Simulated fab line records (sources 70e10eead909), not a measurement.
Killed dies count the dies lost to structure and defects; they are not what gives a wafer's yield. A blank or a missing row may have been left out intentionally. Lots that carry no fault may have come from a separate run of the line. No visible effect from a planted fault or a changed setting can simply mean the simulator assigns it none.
Struck lot and sound lot, side by side -- flow nandHarc -- 14 steps out of a route of 1159
Sound: wafers L763.2, L763.3, L763.6. Wafers L774.2, L774.3, L774.5 were the ones struck. At the end, the cause is stated.
Each step with rows lists, per side, the tool, then ch with its chambers, then its first start. Under that, the readings that differ: sound wafers -- struck wafers -- difference of the means -- sigmas: that difference in standard deviations of wafers without a fault.
alike: readings with means less than 2 such deviations apart, plus words and numbers identical on both sides. not compared: withheld readings, readings lacking a value on some wafer, bounds such as >300 that could conceal the same value, and numbers that have no deviation in the record and whose values overlap.
A row with sigmas, a row that says differs or no value, or rows on one side alone: a step with any of these is where the two part. Numbers that have no deviation but don't overlap get no sigmas and don't part them. A reading missing from all wafers of one side parts the sides only when that side holds two or more wafers.

NHARC_P_CONTACT_ETCH_35: etches the open film in CF4, target depth 39 nm, time 65 s.
  sound on rieDiel-02 ch 0,3, day 6 17:16; struck on rieDiel-02 ch 1,2, day 9 12:01
  alike: drypumpMotorCurrentA, oesProductAu, rfVppV, showerheadPlenumPTorr, throttleValvePct
  not compared: rfHoursCounterH
NHARC_P_CONTACT_ETCH_36: etches the open film in N2/H2, target depth 260 nm, time 406.25 s.
  sound: rieDiel-02 ch 0,1,2; struck: rieDiel-02 ch 0,2
  alike: drypumpMotorCurrentA, oesProductAu, rfVppV, showerheadPlenumPTorr, throttleValvePct
  not compared: rfHoursCounterH
then, 2 steps without rows for these wafers: NHARC_P_CONTACT_ETCH_18 (etches the open film in C4F8/O2/Ar, target depth 481 nm, time 240.5 s); NHARC_P_CONTACT_STRIP_37 (strips in C4F8/O2/Ar).
NHARC_P_CONTACT_ETCH_31: etches the open film in CH3F/O2, target depth 30 nm, time 85.7 s.
  sound: rieDiel-02 ch 0,1,2; struck: rieDiel-02 ch 0,2
  alike: drypumpMotorCurrentA, oesProductAu, rfVppV, showerheadPlenumPTorr, throttleValvePct
  not compared: rfHoursCounterH
NHARC_P_CONTACT_CD_MEAS_19:
  sound: cdSem-01 at day 6 18:07; struck: cdSem-02 at day 9 12:48
  alike: cdNm
then, 2 steps without rows for these wafers: NHARC_P_CONTACT_STRIP_28 (strips in O2); NHARC_P_CONTACT_STRIP_29 (strips in post etch residue remover, time 1200 s).
NHARC_P_CONTACT_DEGAS_38: time 60 s.
  sound: pvdSputter-02 at day 6 18:49; struck: pvdSputter-01 at day 9 13:32
  alike: heaterPowerW
then, 1 step without rows for these wafers: NHARC_P_CONTACT_PRE_CLEAN_39 (time 19.5 s).
NHARC_P_CONTACT_PVD_32: deposits Ti, target thk 5 nm, time 17.7 s.
  sound on pvdSputter-02; struck on pvdSputter-01
  alike: throttleValvePct
then, 1 step without rows for these wafers: NHARC_P_CONTACT_ALD_22 (deposits TiN, target thk 3 nm, pulse time 1 s, ald cycles 150).
NHARC_P_CONTACT_CVD_23: deposits W, target thk 200 nm, time 557 s.
  sound on cvdW-01 ch 1, day 6 21:39; struck on cvdW-01 ch 0,1, day 9 18:11
  alike: heaterPowerW, throttleValvePct
NHARC_P_CONTACT_CMP_24: polishes, t overpolish 30 s, target thk 200 nm.
  sound on cmp-04 ch 0,1, day 6 22:20; struck on cmp-03 ch 0,3, day 9 18:54
reading,sound,struck,difference,sigmas
timeToEndpointS (s),41.2 38.1 37.4,80.8 77.7 79.4,+40.4,+16
  alike: motorCurrentA, overpolishRunS

## WHERE THEY PART
Only at NHARC_P_CONTACT_CMP_24, within this record.

WHY: what the simulator had put in
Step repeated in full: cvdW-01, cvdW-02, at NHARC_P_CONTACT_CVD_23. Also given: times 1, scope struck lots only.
